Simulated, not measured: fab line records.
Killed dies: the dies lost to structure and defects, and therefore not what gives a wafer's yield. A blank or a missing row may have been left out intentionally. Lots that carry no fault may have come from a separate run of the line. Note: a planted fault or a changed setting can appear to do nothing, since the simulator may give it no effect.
Comparing a struck lot with a sound one -- flow n5_finfet -- 15 out of 1938 route steps
Sound: wafers L587.3, L587.4, L587.5. Struck: wafer L585.2 (L585.1, L585.5, from the same lot, were not struck and are left out); the cause is given at the end.
For every step that has rows: the tool of each side, followed by ch and its chambers, followed by its first start. Under that, the readings that differ: sound wafers -- struck wafers -- difference of the means -- sigmas: that difference in standard deviations of wafers without a fault.
alike: words and numbers the same on both sides, and readings whose means are apart by under 2 such deviations; not compared: readings that were withheld, readings missing a value for some wafer, numbers with overlapping values and no deviation given by the record, and bounds like >300 which may hide the same value.
The two part at a step that has a row with sigmas, a row that says differs or no value, or rows on one side only. Non-overlapping numbers with no deviation appear without sigmas and do not part them. A reading missing from all wafers of one side parts the sides only when that side holds two or more wafers.

first, 8 steps without rows for these wafers: N5_BEOL_M10_COAT_63 (time 60 s, resist thk 100 nm); N5_BEOL_M10_COAT_64 (time 60 s, resist thk 30 nm); N5_BEOL_M10_COAT_22 (resist thk 90 nm); N5_BEOL_M10_EBR_24; N5_BEOL_M10_SOFTBAKE_23 (time 60 s); N5_BEOL_M10_EXPOSE_25 (exposes mask V9); N5_BEOL_M10_PEB_26 (peb time 60 s); N5_BEOL_M10_DEVELOP_27 (develop time 30 s).
N5_BEOL_M10_CD_MEAS_28 targets a cd of 70 nm.
  sound on cd_sem-02 ch 0, day 14 09:57; struck on cd_sem-03 ch 0, day 14 11:22
  alike: cd_nm
N5_BEOL_M10_OVL_MEAS_29:
  sound on overlay-01 ch 0, day 14 09:58; struck on overlay-02 ch 0, day 14 11:23
  alike: V9_OVL
N5_BEOL_M10_INSPECT_30: inspects for defects (brightfield).
  sound on defect_inspect-02, day 14 10:00; struck on defect_inspect-02, day 14 11:25
  alike: raw_defect_count
N5_BEOL_M10_DESCUM_33: chemistry O2, time 7.9 s.
  sound on rie_diel-04 ch 1,2, day 14 10:02; struck on rie_diel-02 ch 0, day 14 11:34
reading,sound,struck,difference,sigmas
drypump_motor_current_A (A),4.7 4.8 5.8,6.2,+1.1,+2
  alike: oes_product_au, rf_vpp_V, showerhead_plenum_p_Torr, throttle_valve_pct
  not compared: rf_hours_counter_h
N5_BEOL_M10_ETCH_65: etches SiARC in CF4, target depth 39 nm, time 65 s.
  sound on rie_diel-04 ch 1,2, day 14 10:04; struck on rie_diel-02 ch 0, day 14 11:36
reading,sound,struck,difference,sigmas
drypump_motor_current_A (A),4.8 4.7 5.8,6.1,+1.0,+2
etch_rf_on_time_s (s),62.5 62.6 67.4,79.1,+14.9,+6
rf_vpp_V (V),183.4 184.0 185.0,181.6,-2.5,-2
  alike: oes_product_au, showerhead_plenum_p_Torr, throttle_valve_pct
  not compared: rf_hours_counter_h
N5_BEOL_M10_ETCH_66: etches SOC in N2/H2, target depth 120 nm, overetch 24 nm, time 180 s.
  sound on rie_diel-04 ch 1,2, day 14 10:07; struck on rie_diel-02 ch 0, day 14 11:39
reading,sound,struck,difference,sigmas
drypump_motor_current_A (A),4.7 4.7 5.8,6.1,+1.0,+2
rf_vpp_V (V),524.1 526.1 524.3,519.3,-5.5,-2
  alike: h2_flow_sccm, oes_product_au, showerhead_plenum_p_Torr, throttle_valve_pct
  not compared: rf_hours_counter_h
-- here the record skips 3 days between the struck wafers' starts before and after, leaving off in module BEOL_M10 and picking up in module PASSIVATION (first step shown: number 1936 of the route) --
N5_PASSIVATION_PROBE_49:
  sound on prober-02, day 16 21:34; struck on prober-01, day 17 05:18
reading,sound,struck,difference,sigmas
sort_bin_5_function (%),4.2 5.9 4.7,6.7,+1.8,+2
  alike: defect_limited_yield, killed_at_M0_to_M3, killed_at_M4_up, killed_at_contacts, killed_at_front_end, killed_at_other, killed_dies, killed_open, killed_short, sort_bin_4_leakage, sort_bin_6_memory, sort_bin_8_speed, sort_n_pass, sort_yield_pct

WHERE THEY PART
First at N5_BEOL_M10_DESCUM_33; last, within this record, at N5_PASSIVATION_PROBE_49.

WHY: what the simulator had put in
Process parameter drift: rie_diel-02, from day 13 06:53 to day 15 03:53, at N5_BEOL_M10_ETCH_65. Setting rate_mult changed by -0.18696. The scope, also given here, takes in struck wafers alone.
